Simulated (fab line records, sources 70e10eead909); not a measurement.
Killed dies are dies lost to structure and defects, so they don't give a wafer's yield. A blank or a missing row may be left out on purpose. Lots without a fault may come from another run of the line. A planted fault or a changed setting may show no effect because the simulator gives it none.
Which tool did it? | flow nand_harc | 6 lots, 18 wafers sampled, at 1 step of a route of 1302

WHAT THE GAUGES READ, wafer by wafer
NHARC_A_ONON_D1_THK_MEAS_24: measures by ellipsometry.
lot  | measured     | on            | thk_nm (nm)
L974 | day 8 09:58  | film_metro-02 | 984 987 986
L978 | day 9 12:52  | film_metro-01 | 984 987 984
L980 | day 10 21:16 | film_metro-02 | 1021 1022 1021
L984 | day 12 13:26 | film_metro-02 | 1013 1012 1014
L990 | day 15 00:35 | film_metro-01 | 993 994 992
L997 | day 17 20:49 | film_metro-02 | 1001 1000 1002

WHICH TOOL RAN EACH LOT (tool, then ch and the chambers of the sampled wafers, then the start)
The record holds no process step before these readings.

THE ANSWER, worked out from the rows above alone
Rule: what is usual is taken from the lots themselves. Put in order of their means at a reading, lots are off if they are a third of the lots or fewer, leave a main group of 4 or more, and stand apart from it by a gap of 3 or more times the standard deviation of the main group's means; of several such gaps the widest counts. A main group whose means are all the same, to the digits that the tables above print for the reading, isn't used. A lot without any number at a reading at which 4 lots or more have one is off too. The other lots that the step has rows for count as sound.
No lot is off at any reading shown: from this, nothing can be told.

WHAT THE SIMULATOR HAD PUT IN
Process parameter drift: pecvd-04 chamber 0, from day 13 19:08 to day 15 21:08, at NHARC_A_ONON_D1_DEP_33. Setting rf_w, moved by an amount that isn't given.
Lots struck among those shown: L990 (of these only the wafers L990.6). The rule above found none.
